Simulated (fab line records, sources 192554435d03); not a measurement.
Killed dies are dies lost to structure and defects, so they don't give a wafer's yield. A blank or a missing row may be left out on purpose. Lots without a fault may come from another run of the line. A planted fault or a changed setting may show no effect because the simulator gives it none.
fab line records | flow n5_finfet
record lots=10 wafers=25 last_day=16
route steps=1938 shown MOL_CONTACT_COAG@605 PASSIVATION@1936
lots that met no fault: from a run of the same line without faults
start_h: hours from the record's first day to the start of the lot's first wafer shown | wait_h: hours since the lot's step before | " the same as in the row above | L1.1+2: a row that stands for several wafers | - no value, or no start given | * or withheld: withheld | < > ~ a bound
route shown NAME@n: a module of which the file shows steps, and the number in the route of the first | usual: mean/standard deviation of fault-free wafers | same: alike in all rows | chamber/n: place in a boat | sites: the reading at each site | _std_site: their standard deviation | _edge_site: outer sites' mean less inner sites' | radius_mm: how far each site lies from the wafer's centre | mask NAME#n: copy n | behind: the tool/chamber that last shaped the wafer | hold: why the lot was held/for how many hours/how that ended | device: the transistor (n, p or np) that didn't switch | end of line: the same wafers' tests at the end of the route | a step without rows: its recipe alone | killed: dies lost to structure and defects at the first sort, not the wafer's yield | map: a wafer's dies, x killed, . not, _ none there
set.NAME: the setting as run; set.NAME@STEP: as run at that earlier step | model.NAME: the simulator's own value behind a step, which no gauge read
steps of the route over a sample of lots; a table a step, a row a wafer
services: from which hour (start_h, from the record's first day; less than 0 if before it) a tool's chamber was out of use, for how many hours, and why
## steps
# step N5_MOL_CONTACT_COAG_DESCUM_45
# recipe chemistry=O2 time_s=7 source_power_w=50 bias_power_w=20 pressure_mtorr=20 rf_frequency_hz=2.712e+07 temp_c=40 resist=CAR-EUV o2_flow_sccm=225
# usual bias_power_w=20.00/0.067 drypump_motor_current_A=5.8/0.51 oes_product_au=0.84/0.086 rf_vpp_V=243.0/1.1 showerhead_plenum_p_Torr=2.07/0.042 throttle_valve_pct=20.46/0.25
# columns lot.wafer tool chamber start_h wait_h bias_power_w drypump_motor_current_A oes_product_au rf_hours_counter_h rf_vpp_V showerhead_plenum_p_Torr throttle_valve_pct
L220.4 rie_diel-05 1 105.65 0.5 20.00 5.8 0.91 - 241.3 2.07 20.52
L220.5 " 0 " " 19.97 5.1 0.90 - 242.7 2.04 20.26
L220.6 " 2 " " 20.00 6.7 0.73 - 243.1 2.07 20.78
L222.3 rie_diel-05 3 116.08 0.0 20.06 4.9 1.05 0 242.2 2.05 20.19
L222.6 " 0 " " 19.92 5.1 0.91 - 244.2 2.04 20.28
L224.1 rie_diel-04 2 133.65 0.1 19.88 5.3 0.97 5 242.0 2.07 20.21
L224.2 " 1 " " 20.03 5.4 0.90 37 244.8 2.15 20.43
L225.3 rie_diel-05 2 134.52 0.7 20.00 6.7 0.73 168 244.3 2.06 20.80
L225.5 " 2 " " 19.97 6.7 0.73 - 242.2 2.06 20.81
L232.3 rie_diel-04 3 177.16 0.0 20.19 6.0 0.93 22 242.0 2.05 20.19
L232.5 " 1 " " 19.93 5.4 0.88 - 243.8 2.14 20.46
L232.6 " 0 " " 19.97 5.9 0.78 - 241.5 2.00 20.27
L233.1 rie_diel-04 0 185.44 0.0 20.13 5.9 0.78 127 241.9 2.00 20.27
L233.5 " 2 " " 20.02 5.4 0.93 - 241.8 2.07 20.23
L233.6 " 1 " " 20.05 5.4 0.87 - 243.3 2.14 20.47
L236.2 rie_diel-04 2 198.41 0.0 20.18 5.4 0.90 23 241.7 2.07 20.24
L236.6 " 0 " " 20.02 6.0 0.79 - 241.5 2.00 20.28
L237.1 rie_diel-05 1 205.74 0.0 20.05 5.8 0.85 61 241.4 2.06 20.58
L237.2 " 2 " " 19.99 6.7 0.71 193 243.4 2.06 20.86
L238.2 rie_diel-01 2 211.56 0.0 19.99 5.3 0.75 145 244.1 2.16 20.40
L238.3 " 0 " " 20.01 6.3 0.76 150 242.2 2.11 20.52
L238.4 " 1 " " 19.92 5.7 0.68 233 243.4 2.08 21.21
L241.4 rie_diel-01 0 232.38 0.0 20.07 6.3 0.74 157 243.8 2.11 20.54
L241.5 " 0 " " 20.11 6.3 0.75 - 243.8 2.11 20.55
L241.6 " 3 " " 20.05 6.0 0.78 - 244.6 2.08 20.46
# step N5_MOL_CONTACT_COAG_ETCHBACK_136
# recipe chemistry=CHF3 target=SiO2 target_depth_a=250 time_s=16.7 ion_energy_ev=200 pressure_mtorr=30 source_w=610 bias_w=170 Ar_flow_sccm=200 CHF3_flow_sccm=50
# usual drypump_motor_current_A=5.7/0.51 oes_product_au=0.83/0.091 rf_vpp_V=521/18 showerhead_plenum_p_Torr=2.37/0.058 throttle_valve_pct=18.78/0.24
# columns lot.wafer tool chamber start_h wait_h drypump_motor_current_A oes_product_au rf_hours_counter_h rf_vpp_V showerhead_plenum_p_Torr throttle_valve_pct
L220.4 rie_diel-01 0 106.08 0.0 6.3 0.80 115 538 2.42 18.79
L220.5 " 2 " " 5.3 0.77 - 493 2.51 18.85
L220.6 " 1 " " 5.7 0.70 - 532 2.36 19.31
L222.3 rie_diel-05 3 117.50 0.0 5.0 1.01 0 522 2.36 18.63
L222.6 " 1 " " 5.8 0.90 - 542 2.33 18.64
L224.1 rie_diel-04 2 134.49 0.0 5.4 0.97 5 535 2.35 18.46
L224.2 " 0 " " 5.9 0.78 110 506 2.29 18.55
L225.3 rie_diel-04 0 134.97 0.0 5.9 0.78 110 506 2.29 18.57
L225.5 " 3 " " 6.0 0.96 - 542 2.34 18.45
L232.3 rie_diel-04 3 177.60 0.0 6.0 0.94 22 541 2.34 18.48
L232.5 " 1 " " 5.4 0.86 - 492 2.44 18.85
L232.6 " 2 " " 5.4 0.70 - 533 2.34 18.45
L233.1 rie_diel-04 1 186.01 0.0 5.4 0.64 56 492 2.44 18.81
L233.5 " 0 " " 5.9 0.77 - 506 2.28 18.59
L233.6 " 1 " " 5.4 0.65 - 492 2.44 18.83
L236.2 rie_diel-05 0 199.10 0.0 5.1 0.85 69 527 2.34 18.73
L236.6 " 2 " " 6.7 0.70 - 509 2.33 19.07
L237.1 rie_diel-01 0 206.22 0.0 6.3 0.78 148 538 2.41 18.85
L237.2 " 3 " " 6.0 0.81 106 537 2.43 19.02
L238.2 rie_diel-01 3 212.28 0.0 6.0 0.79 108 537 2.43 19.02
L238.3 " 0 " " 6.3 0.77 151 538 2.41 18.86
L238.4 " 1 " " 5.8 0.67 234 529 2.35 19.36
L241.4 rie_diel-05 3 232.83 0.0 5.0 0.89 - 519 2.35 18.71
L241.5 " 0 " " 5.1 0.84 - 525 2.34 18.73
L241.6 " 2 " " 6.7 0.70 - 510 2.33 19.07
# step N5_MOL_CONTACT_COAG_ETCH_124
# recipe chemistry=CH3F/O2 target=SiNx target_depth_a=65 mask_material=SOC stop_on=SiOC over_etch_frac=0.3 ion_energy_ev=120 pressure_mtorr=30 source_w=395 bias_w=73 Ar_flow_sccm=150 CH3F_flow_sccm=30 O2_flow_sccm=20 ends=end_point
# usual drypump_motor_current_A=5.7/0.51 oes_o_777_au=0.82/0.083 oes_product_au=0.71/0.069 rf_vpp_V=295/9.9 showerhead_plenum_p_Torr=1.99/0.052 throttle_valve_pct=16.36/0.26
# same over_etch_frac=0.3
# columns lot.wafer tool chamber start_h wait_h drypump_motor_current_A oes_o_777_au oes_product_au rf_hours_counter_h rf_vpp_V showerhead_plenum_p_Torr throttle_valve_pct
L220.4 rie_diel-01 0 106.15 0.0 6.3 0.83 0.69 115 305 2.03 16.37
L220.5 " 2 " " 5.3 0.77 0.67 - 279 2.12 16.50
L220.6 " 1 " " 5.7 0.71 0.61 - 302 1.98 16.91
L222.3 rie_diel-05 3 117.56 0.0 5.0 0.99 0.87 0 295 1.98 16.17
L222.6 " 1 " " 5.8 0.86 0.76 - 308 1.96 16.23
L224.1 rie_diel-04 2 134.55 0.0 5.4 0.96 0.81 5 304 1.97 16.04
L224.2 " 0 " " 6.0 0.78 0.68 110 287 1.92 16.16
L225.3 rie_diel-04 0 135.03 0.0 5.9 0.78 0.68 110 286 1.92 16.16
L225.5 " 3 " " 6.0 0.95 0.82 - 305 1.96 15.99
L232.3 rie_diel-04 3 177.66 0.0 6.0 0.92 0.79 22 305 1.96 15.99
L232.5 " 1 " " 5.4 0.86 0.73 - 278 2.06 16.43
L232.6 " 2 " " 5.4 0.94 0.49 - 302 1.97 16.04
L233.1 rie_diel-04 1 186.07 0.0 5.4 0.85 0.35 56 279 2.06 16.43
L233.5 " 0 " " 5.9 0.76 0.66 - 288 1.91 16.20
L233.6 " 1 " " 5.4 0.85 0.35 - 278 2.06 16.43
L236.2 rie_diel-05 0 199.16 0.0 5.1 0.84 0.72 69 299 1.97 16.28
L236.6 " 2 " " 6.7 0.69 0.62 - 290 1.97 16.72
L237.1 rie_diel-01 0 206.28 0.0 6.3 0.80 0.66 148 305 2.02 16.43
L237.2 " 3 " " 6.0 0.78 0.69 106 304 2.03 16.53
L238.2 rie_diel-01 3 212.34 0.0 6.0 0.78 0.68 108 305 2.03 16.53
L238.3 " 0 " " 6.3 0.80 0.67 151 305 2.02 16.44
L238.4 " 1 " " 5.7 0.69 0.59 234 301 1.97 16.96
L241.4 rie_diel-05 3 232.89 0.0 5.0 0.87 0.76 - 295 1.97 16.26
L241.5 " 0 " " 5.1 0.83 0.70 - 296 1.96 16.30
L241.6 " 2 " " 6.7 0.68 0.61 - 290 1.96 16.73
# step N5_MOL_CONTACT_COAG_ETCH_48
# recipe chemistry=C4F6/O2 target_depth_a=150 overetch_a=45 mask_material=SOC target=SiOC bias_w=465 pressure_mtorr=10 time_s=17 source_w=335 Ar_flow_sccm=300 C4F6_flow_sccm=10 O2_flow_sccm=10 ion_energy_ev=576
# usual drypump_motor_current_A=5.7/0.51 oes_o_777_au=0.82/0.083 oes_product_au=0.70/0.085 rf_vpp_V=1580/49 showerhead_plenum_p_Torr=2.83/0.073 throttle_valve_pct=40.8/0.65
# columns lot.wafer tool chamber start_h wait_h drypump_motor_current_A oes_o_777_au oes_product_au rf_hours_counter_h rf_vpp_V showerhead_plenum_p_Torr throttle_valve_pct
L220.4 rie_diel-01 0 106.19 0.0 6.3 0.81 0.69 115 1631 2.90 41.0
L220.5 " 2 " " 5.3 0.77 0.64 - 1502 3.01 41.0
L220.6 " 1 " " 5.8 0.71 0.53 - 1607 2.81 41.4
L222.3 rie_diel-05 3 117.60 0.0 5.0 0.95 0.83 0 1579 2.83 41.0
L222.6 " 1 " " 5.8 0.88 0.70 - 1633 2.78 40.3
L224.1 rie_diel-04 2 134.59 0.0 5.4 0.97 0.77 5 1619 2.80 39.8
L224.2 " 0 " " 5.9 0.79 0.65 110 1536 2.72 40.1
L225.3 rie_diel-04 0 135.07 0.0 5.9 0.79 0.65 110 1535 2.72 40.1
L225.5 " 3 " " 6.0 0.95 0.88 - 1633 2.79 41.0
L232.3 rie_diel-04 3 177.70 0.0 6.0 0.91 0.82 22 1634 2.78 40.9
L232.5 " 1 " " 5.4 0.87 0.67 - 1498 2.92 40.2
L232.6 " 2 " " 5.4 0.93 0.40 - 1618 2.79 39.7
L233.1 rie_diel-04 1 186.11 0.0 5.4 0.87 0.32 56 1495 2.92 40.1
L233.5 " 0 " " 5.9 0.78 0.69 - 1537 2.72 40.1
L233.6 " 1 " " 5.4 0.86 0.32 - 1496 2.92 40.1
L236.2 rie_diel-05 0 199.20 0.0 5.1 0.83 0.73 69 1591 2.80 42.1
L236.6 " 2 " " 6.7 0.69 0.61 - 1554 2.79 41.2
L237.1 rie_diel-01 0 206.32 0.0 6.3 0.77 0.61 148 1630 2.88 41.0
L237.2 " 3 " " 6.0 0.74 0.63 106 1626 2.90 41.5
L238.2 rie_diel-01 3 212.38 0.0 6.0 0.74 0.73 108 1627 2.90 41.5
L238.3 " 0 " " 6.3 0.78 0.64 151 1629 2.88 41.0
L238.4 " 1 " " 5.8 0.69 0.52 234 1609 2.80 41.4
L241.4 rie_diel-05 3 232.94 0.0 5.0 0.84 0.70 - 1577 2.81 41.0
L241.5 " 0 " " 5.1 0.82 0.73 - 1591 2.79 42.1
L241.6 " 2 " " 6.7 0.68 0.56 - 1553 2.79 41.2
# step N5_MOL_CONTACT_COAG_STRIP_72
# recipe chemistry=N2/H2 power_w=450 temp_c=40 pressure_mtorr=20 rf_frequency_hz=6e+07 overash_fraction=3 bias_power_w=7 h2_frac=0.5 n2_flow_sccm=200 h2_flow_sccm=200
# usual bias_power_w=6.997/0.022 drypump_motor_current_A=5.7/0.51 oes_product_au=0.84/0.087 rf_vpp_V=59.1/2.1 showerhead_plenum_p_Torr=2.52/0.06 throttle_valve_pct=23.8/0.47
# columns lot.wafer tool chamber start_h wait_h bias_power_w drypump_motor_current_A oes_product_au rf_hours_counter_h rf_vpp_V showerhead_plenum_p_Torr throttle_valve_pct
L220.4 rie_diel-01 0 106.24 0.0 6.991 6.3 0.79 115 59.8 2.59 23.8
L220.5 " 2 " " 6.998 5.3 0.79 - 58.1 2.67 23.8
L220.6 " 1 " " 7.005 5.8 0.69 - 57.3 2.53 24.6
L222.3 rie_diel-05 3 117.66 0.0 7.015 5.0 1.04 0 60.2 2.49 23.5
L222.6 " 1 " " 7.024 5.7 0.91 - 61.2 2.45 23.3
L224.1 rie_diel-04 2 134.65 0.0 6.981 5.4 0.96 5 55.2 2.52 23.5
L224.2 " 0 " " 6.954 5.9 0.80 110 57.9 2.48 23.9
L225.3 rie_diel-04 0 135.13 0.0 6.979 6.0 0.79 111 57.3 2.47 23.9
L225.5 " 3 " " 7.032 6.0 0.96 - 57.3 2.48 23.3
L232.3 rie_diel-04 3 177.76 0.0 6.994 6.0 0.93 22 55.3 2.47 23.3
L232.5 " 1 " " 7.006 5.4 0.89 - 61.9 2.60 23.5
L232.6 " 2 " " 7.017 5.3 0.92 - 62.0 2.51 23.5
L233.1 rie_diel-04 1 186.16 0.0 7.012 5.4 0.86 56 59.6 2.59 23.4
L233.5 " 0 " " 7.005 5.9 0.78 - 57.1 2.47 24.0
L233.6 " 1 " " 6.986 5.5 0.87 - 61.4 2.59 23.4
L236.2 rie_diel-05 0 199.26 0.0 6.968 5.1 0.86 69 59.0 2.46 23.8
L236.6 " 2 " " 6.972 6.7 0.74 - 59.0 2.54 24.7
L237.1 rie_diel-01 0 206.38 0.0 6.974 6.3 0.77 149 60.1 2.57 23.9
L237.2 " 3 " " 7.012 6.0 0.80 106 60.3 2.55 23.7
L238.2 rie_diel-01 3 212.43 0.0 6.980 6.0 0.79 108 59.4 2.55 23.7
L238.3 " 0 " " 6.963 6.4 0.75 151 60.7 2.57 23.9
L238.4 " 1 " " 7.034 5.7 0.68 234 56.7 2.51 24.6
L241.4 rie_diel-05 3 233.00 0.0 6.998 5.0 0.93 - 59.5 2.47 23.6
L241.5 " 0 " " 7.020 5.1 0.85 - 61.2 2.46 23.8
L241.6 " 2 " " 7.016 6.7 0.72 - 57.9 2.54 24.8
# step N5_MOL_CONTACT_COAG_STRIP_49
# recipe chemistry=N2/H2 time_s=30 power_w=1000 temp_c=250 pressure_mtorr=withheld n2_flow_sccm=1750 h2_flow_sccm=3250
# usual drypump_motor_current_A=6.0/0.6 heater_power_w=380/32
# columns lot.wafer tool chamber start_h wait_h drypump_motor_current_A heater_power_w rf_hours_counter_h
L220.4 plasma_asher-01 1 106.34 - 6.3 386 -
L220.5 " 1 " " 6.4 387 -
L220.6 " 0 " " 5.1 408 -
L222.3 plasma_asher-02 0 117.76 - 6.7 410 -
L222.6 " 1 " " 5.9 325 -
L224.1 plasma_asher-02 1 134.73 - 5.9 324 98
L224.2 " 0 " " 6.7 404 98
L225.3 plasma_asher-01 1 135.23 - 6.3 377 -
L225.5 " 1 " " 6.3 386 -
L232.3 plasma_asher-02 0 177.86 - 6.7 410 -
L232.5 " 1 " " 5.9 331 -
L232.6 " 0 " " 6.7 397 -
L233.1 plasma_asher-02 0 186.24 - 6.7 392 108
L233.5 " 0 " " 6.7 410 -
L233.6 " 1 " " 5.9 329 -
L236.2 plasma_asher-01 0 199.43 - 5.1 402 61
L236.6 " 1 " " 6.4 387 -
L237.1 plasma_asher-01 0 206.46 - 5.1 414 62
L237.2 " 1 " " 6.4 384 62
L238.2 plasma_asher-01 0 212.51 - 5.1 398 63
L238.3 " 1 " " 6.4 395 -
L238.4 " 0 " " 5.1 403 -
L241.4 plasma_asher-01 0 233.07 - 5.1 416 -
L241.5 " 0 " " 5.1 402 -
L241.6 " 1 " " 6.4 381 -
# step N5_PASSIVATION_PROBE_49
# usual killed_at_M0_to_M3=32/9.3 killed_at_M4_up=14/4.9 killed_at_contacts=15/7.5 killed_at_front_end=40/11 killed_at_other=4/3.3 killed_dies=104/17 killed_on_rim=13/4.2 killed_open=68/14 killed_short=33/7.9
# same gross_dies=1180 killed_at_back_side=0
# columns lot.wafer tool chamber start_h wait_h killed_at_M0_to_M3 killed_at_M4_up killed_at_contacts killed_at_front_end killed_at_other killed_dies killed_on_rim killed_open killed_short
L224.1 prober-01 - 297.45 0.0 22 14 18 32 0 86 4 60 24
L224.2 prober-01 - 297.50 0.1 44 18 27 55 0 144 16 104 38
L232.3 prober-02 - 346.16 0.1 22 28 14 63 17 144 29 98 30
L232.5 prober-02 - 346.26 0.2 36 18 20 40 4 118 14 81 36
L232.6 prober-02 - 346.31 0.3 54 9 879 36 6 984 81 92 36
L233.1 prober-01 - 356.32 0.0 39 7 1076 33 3 1158 137 54 31
L233.5 prober-01 - 356.52 0.2 32 14 9 30 0 85 9 52 31
L233.6 prober-01 - 356.57 0.3 58 17 1054 34 5 1168 143 75 43
L237.1 prober-02 - 378.42 0.0 38 14 19 46 2 119 18 82 36
L237.2 prober-02 - 378.47 0.1 34 14 12 42 3 105 15 77 28
L241.4 prober-01 - 393.68 0.2 22 16 14 33 1 86 13 49 29
L241.5 prober-01 - 393.73 0.2 24 18 9 25 1 77 6 57 19
L241.6 prober-01 - 393.78 0.3 25 13 20 28 0 86 20 55 23
# killed by level:class
L224.1 MOL_CONTACT_COAG:geometric_particle:open=16 BEOL_M0_SAQP:geometric_particle:open=7 FIN_SAQP:geometric_particle:open=7 STI_FIN_REVEAL:geometric_particle:open=7 BEOL_M4:geometric_particle:open=7 FIN_SAQP:geometric_particle:short=5 DUMMY_GATE:geometric_particle:open=4 GATE_CUT:geometric_particle:short=4
L224.2 MOL_CONTACT_COAG:geometric_particle:open=24 FIN_SAQP:geometric_particle:open=13 FIN_SAQP:geometric_particle:short=11 BEOL_M1:geometric_particle:open=11 BEOL_M0_SAQP:geometric_particle:open=10 STI_FIN_REVEAL:geometric_particle:open=9 BEOL_M3:geometric_particle:open=7 GATE_CUT:geometric_particle:open=6
L232.3 STI_FIN_REVEAL:geometric_particle:open=35 BEOL_M4:geometric_particle:open=18 PASSIVATION:area_etch=15 MOL_CONTACT_COAG:geometric_particle:open=12 BEOL_M2:geometric_particle:open=7 GATE_CUT:geometric_particle:short=6 GATE_CUT:geometric_particle:open=5 BEOL_M1:geometric_particle:open=5
L232.5 STI_FIN_REVEAL:geometric_particle:open=12 MOL_CONTACT_COAG:geometric_particle:open=11 BEOL_M2:geometric_particle:open=11 BEOL_M4:geometric_particle:open=9 MOL_CONTACT_COAG:geometric_particle:short=8 BEOL_M1:geometric_particle:open=8 GATE_CUT:geometric_particle:short=6 BEOL_M0_SAQP:geometric_particle:open=6
L232.6 MOL_CONTACT_COAG:area_etch=853 MOL_CONTACT_COAG:geometric_particle:open=22 BEOL_M0_SAQP:geometric_particle:short=14 STI_FIN_REVEAL:geometric_particle:open=10 BEOL_M2:geometric_particle:open=9 BEOL_M3:geometric_particle:open=8 GATE_CUT:geometric_particle:open=7 BEOL_M0_SAQP:geometric_particle:open=7
L233.1 MOL_CONTACT_COAG:area_etch=1071 BEOL_M1:geometric_particle:open=14 FIN_SAQP:geometric_particle:short=8 BEOL_M2:geometric_particle:open=6 DUMMY_GATE:geometric_particle:open=4 MOL_CONTACT_COAG:geometric_particle:open=4 BEOL_M0_SAQP:geometric_particle:open=4 BEOL_M3:geometric_particle:open=4
L233.5 MOL_CONTACT_COAG:geometric_particle:open=8 BEOL_M0_SAQP:geometric_particle:short=8 BEOL_M1:geometric_particle:open=8 STI_FIN_REVEAL:geometric_particle:open=7 BEOL_M0_SAQP:geometric_particle:open=6 BEOL_M2:geometric_particle:open=6 FIN_SAQP:geometric_particle:short=5 BEOL_M5:geometric_particle:short=5
L233.6 MOL_CONTACT_COAG:area_etch=1047 BEOL_M0_SAQP:geometric_particle:short=15 BEOL_M1:geometric_particle:open=11 BEOL_M0_SAQP:geometric_particle:open=10 BEOL_M4:geometric_particle:open=10 BEOL_M3:geometric_particle:open=8 FIN_SAQP:geometric_particle:short=7 STI_FIN_REVEAL:geometric_particle:open=7
L237.1 MOL_CONTACT_COAG:geometric_particle:open=14 DUMMY_GATE:geometric_particle:open=10 BEOL_M0_SAQP:geometric_particle:open=9 BEOL_M4:geometric_particle:open=7 BEOL_M3:geometric_particle:open=7 STI_FIN_REVEAL:geometric_particle:open=6 GATE_CUT:geometric_particle:open=6 BEOL_M0_SAQP:geometric_particle:short=6
L237.2 FIN_SAQP:geometric_particle:open=10 MOL_CONTACT_COAG:geometric_particle:open=10 STI_FIN_REVEAL:geometric_particle:open=9 DUMMY_GATE:geometric_particle:open=9 BEOL_M0_SAQP:geometric_particle:short=8 BEOL_M2:geometric_particle:open=8 BEOL_M4:geometric_particle:open=7 BEOL_M0_SAQP:geometric_particle:open=7
L241.4 MOL_CONTACT_COAG:geometric_particle:open=10 BEOL_M4:geometric_particle:open=9 HKMG_FIN:area_etch=8 ILD0:geometric_particle:short=6 BEOL_M1:geometric_particle:open=6 BEOL_M2:geometric_particle:open=5 DUMMY_GATE:geometric_particle:open=4 MOL_CONTACT_COAG:geometric_particle:short=4
L241.5 BEOL_M1:geometric_particle:open=10 MOL_CONTACT_COAG:geometric_particle:open=7 BEOL_M4:geometric_particle:open=6 BEOL_M0_SAQP:geometric_particle:open=6 STI_FIN_REVEAL:geometric_particle:open=5 FIN_SAQP:geometric_particle:short=4 DUMMY_GATE:geometric_particle:open=4 GATE_CUT:geometric_particle:short=4
L241.6 MOL_CONTACT_COAG:geometric_particle:open=16 BEOL_M1:geometric_particle:open=11 HKMG_FIN:area_etch=8 BEOL_M4:geometric_particle:open=6 BEOL_M3:geometric_particle:open=5 FIN_SAQP:geometric_particle:open=4 MOL_CONTACT_COAG:geometric_particle:short=4 BEOL_M0_SAQP:geometric_particle:short=4
## services
# columns tool chamber start_h hours kind
rie_diel-04 0 87.45 6.6 repair
rie_diel-04 3 94.41 - clean
rie_diel-04 3 94.41 - consumable_replace:focus_ring
rie_diel-05 3 96.43 - clean
rie_diel-05 3 96.43 - consumable_replace:focus_ring
rie_diel-05 3 96.43 19.5 scheduled_down
rie_diel-05 3 96.43 19.5 vent_cycle
rie_diel-04 2 108.99 - clean
rie_diel-04 2 108.99 - consumable_replace:focus_ring
rie_diel-04 2 108.99 10.1 scheduled_down
rie_diel-04 2 108.99 10.1 vent_cycle
rie_diel-04 - 148.85 0.1 repair
plasma_asher-02 - 149.07 2.7 pm
rie_diel-04 2 172.28 4.3 repair
rie_diel-05 0 185.05 3.2 repair
rie_diel-04 - 190.71 1.6 repair
plasma_asher-02 - 227.11 12.4 pm
rie_diel-05 1 230.89 5.4 repair
## key
first_sign step=N5_MOL_CONTACT_COAG_ETCH_124 reading=oes_product_au direction=down sigmas=4.6 usual=0.71 struck=0.40
effect step=N5_MOL_CONTACT_COAG_ETCH_48 reading=oes_product_au direction=down sigmas=4.2 usual=0.70 struck=0.34
effect step=N5_PASSIVATION_PROBE_49 reading=killed_at_contacts direction=up sigmas=99+ usual=15 struck=1003
more_kills_born_at N5_MOL_CONTACT_COAG_ETCH_48@rie_diel-04=2971
met_at N5_MOL_CONTACT_COAG_ETCHBACK_136
struck_lots L232,L233
struck_wafers L232.6,L233.1,L233.6
later_rows_left_out L232.6,L233.1,L233.6
tester_left_out L232,L233
baseline_loss step=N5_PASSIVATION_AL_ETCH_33 wafers=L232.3
not_acting_at N5_MOL_CONTACT_COAG_DESCUM_45,N5_MOL_CONTACT_COAG_STRIP_72,N5_MOL_CONTACT_COAG_STRIP_49
onset_between 134.97 177.60
fault kind=process_parameter_drift tool=rie_diel-04 chamber=- onset_h=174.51 steps=N5_MOL_CONTACT_COAG_ETCHBACK_136 channel=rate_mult offset=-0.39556 shape=step end_h=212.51 scope=struck_wafers_only
# tester_left_out: of these lots the tester's yield and bins aren't shown, on N5 and GAA mostly nor the transistor test; their killed dies are dies lost to structure and defects alone, not to doping, threshold or leakage, so they don't give the yield
# later_rows_left_out: the simulator's readings of these wafers behind a module that went badly wrong aren't trusted and aren't shown, but for the sort
# baseline_loss: these wafers lose ten dies or more at that step, a loss of the line's own and not of a fault; the sort's usual values leave them out
